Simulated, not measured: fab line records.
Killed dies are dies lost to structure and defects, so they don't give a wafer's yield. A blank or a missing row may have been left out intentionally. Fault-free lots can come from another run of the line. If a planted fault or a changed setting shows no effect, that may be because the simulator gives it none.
The tool behind it: which one? / flow n5 finfet / 11 lots, 31 wafers sampled, at 4 steps of a route of 1938

== WHAT THE GAUGES READ, wafer by wafer ==
N5_MOL_CONTACT_COAG_OVL_MEAS_09.
lot=L323; measured=day 5 07:27; on=overlay-01; CA_OVL (nm)=0.8 0.2 -0.3
lot=L325; measured=day 5 18:43; on=overlay-01; CA_OVL (nm)=0.2 -0.2 -1.3
lot=L326; measured=day 5 21:30; on=overlay-01; CA_OVL (nm)=-0.1 0.2 -0.2
lot=L327; measured=day 6 06:00; on=overlay-02; CA_OVL (nm)=1.0 0.4 1.6
lot=L331; measured=day 7 04:44; on=overlay-01; CA_OVL (nm)=0.5 -0.1 0.1
lot=L332; measured=day 7 09:31; on=overlay-01; CA_OVL (nm)=0.5 -0.7
lot=L334; measured=day 8 01:45; on=overlay-02; CA_OVL (nm)=-0.5 0.4 0.5
lot=L335; measured=day 8 05:37; on=overlay-02; CA_OVL (nm)=0.8 -0.1 0.7
lot=L336; measured=day 8 10:32; on=overlay-02; CA_OVL (nm)=0.1 -0.8 0.2
lot=L337; measured=day 8 16:07; on=overlay-01; CA_OVL (nm)=-0.4 0.0 0.1
lot=L338; measured=day 8 22:07; on=overlay-01; CA_OVL (nm)=0.1 0.2

== WHICH TOOL RAN EACH LOT (tool, then ch and the chambers of the sampled wafers, then the start) ==
lot=L323; N5_GATE_CUT_VAPOR_ETCH_48=rie metal-02 ch 0,1, day 5 04:15; N5_GATE_CUT_STRIP_21=plasma asher-02 ch 0,1, day 5 04:22; N5_MOL_CONTACT_COAG_COAT_58=litho track-05 ch 0, day 5 07:09
lot=L325; N5_GATE_CUT_VAPOR_ETCH_48=rie metal-02 ch 0,1, day 5 15:19; N5_GATE_CUT_STRIP_21=plasma asher-01 ch 0,1, day 5 15:25; N5_MOL_CONTACT_COAG_COAT_58=litho track-01 ch 0, day 5 18:17
lot=L326; N5_GATE_CUT_VAPOR_ETCH_48=rie metal-02 ch 1, day 5 17:55; N5_GATE_CUT_STRIP_21=plasma asher-01 ch 0, day 5 18:06; N5_MOL_CONTACT_COAG_COAT_58=litho track-01 ch 0, day 5 21:05
lot=L327; N5_GATE_CUT_VAPOR_ETCH_48=rie metal-02 ch 0,1, day 6 02:38; N5_GATE_CUT_STRIP_21=plasma asher-02 ch 0,1, day 6 02:52; N5_MOL_CONTACT_COAG_COAT_58=litho track-02 ch 0, day 6 05:35
lot=L331; N5_GATE_CUT_VAPOR_ETCH_48=rie metal-03 ch 0,1, day 7 01:26; N5_GATE_CUT_STRIP_21=plasma asher-01 ch 0,1, day 7 01:34; N5_MOL_CONTACT_COAG_COAT_58=litho track-01 ch 0, day 7 04:19
lot=L332; N5_GATE_CUT_VAPOR_ETCH_48=rie metal-02 ch 1, day 7 06:23; N5_GATE_CUT_STRIP_21=plasma asher-02 ch 0,1, day 7 06:29; N5_MOL_CONTACT_COAG_COAT_58=litho track-01 ch 0, day 7 09:13
lot=L334; N5_GATE_CUT_VAPOR_ETCH_48=rie metal-01 ch 1, day 7 22:33; N5_GATE_CUT_STRIP_21=plasma asher-01 ch 0,1, day 7 22:44; N5_MOL_CONTACT_COAG_COAT_58=litho track-05 ch 0, day 8 01:26
lot=L335; N5_GATE_CUT_VAPOR_ETCH_48=rie metal-02 ch 0, day 8 02:30; N5_GATE_CUT_STRIP_21=plasma asher-02 ch 0,1, day 8 02:37; N5_MOL_CONTACT_COAG_COAT_58=litho track-01 ch 0, day 8 05:20
lot=L336; N5_GATE_CUT_VAPOR_ETCH_48=rie metal-02 ch 0,1, day 8 07:15; N5_GATE_CUT_STRIP_21=plasma asher-01 ch 0,1, day 8 07:23; N5_MOL_CONTACT_COAG_COAT_58=litho track-05 ch 0, day 8 10:07
lot=L337; N5_GATE_CUT_VAPOR_ETCH_48=rie metal-02 ch 0,1, day 8 13:00; N5_GATE_CUT_STRIP_21=plasma asher-01 ch 0,1, day 8 13:07; N5_MOL_CONTACT_COAG_COAT_58=litho track-01 ch 0, day 8 15:50
lot=L338; N5_GATE_CUT_VAPOR_ETCH_48=rie metal-01 ch 0, day 8 18:33; N5_GATE_CUT_STRIP_21=plasma asher-01 ch 1, day 8 18:40; N5_MOL_CONTACT_COAG_COAT_58=litho track-02 ch 0, day 8 21:49
- N5_GATE_CUT_VAPOR_ETCH_48: etches TiN in BCl3/Cl2.
- N5_GATE_CUT_STRIP_21: strips in N2/H2, time 30 s.
- N5_MOL_CONTACT_COAG_COAT_58: time 60 s, resist thk 10 nm.

== THE ANSWER, worked out from the rows above alone ==
Rule: usual is defined by the lots themselves. Put in order of their means at a reading, lots are off if they are a third of the lots or fewer, leave a main group of 4 or more, and stand apart from it by a gap of 3 or more times the standard deviation of the main group's means; of several such gaps the widest counts. A main group whose means are all the same, to the digits that the tables above print for the reading, isn't used. A lot without any number at a reading at which 4 lots or more have one is off too. All remaining lots with rows at the step are treated as sound.
None of the lots is off at any reading shown; this tells nothing.

== WHAT WAS PUT IN BY THE SIMULATOR ==
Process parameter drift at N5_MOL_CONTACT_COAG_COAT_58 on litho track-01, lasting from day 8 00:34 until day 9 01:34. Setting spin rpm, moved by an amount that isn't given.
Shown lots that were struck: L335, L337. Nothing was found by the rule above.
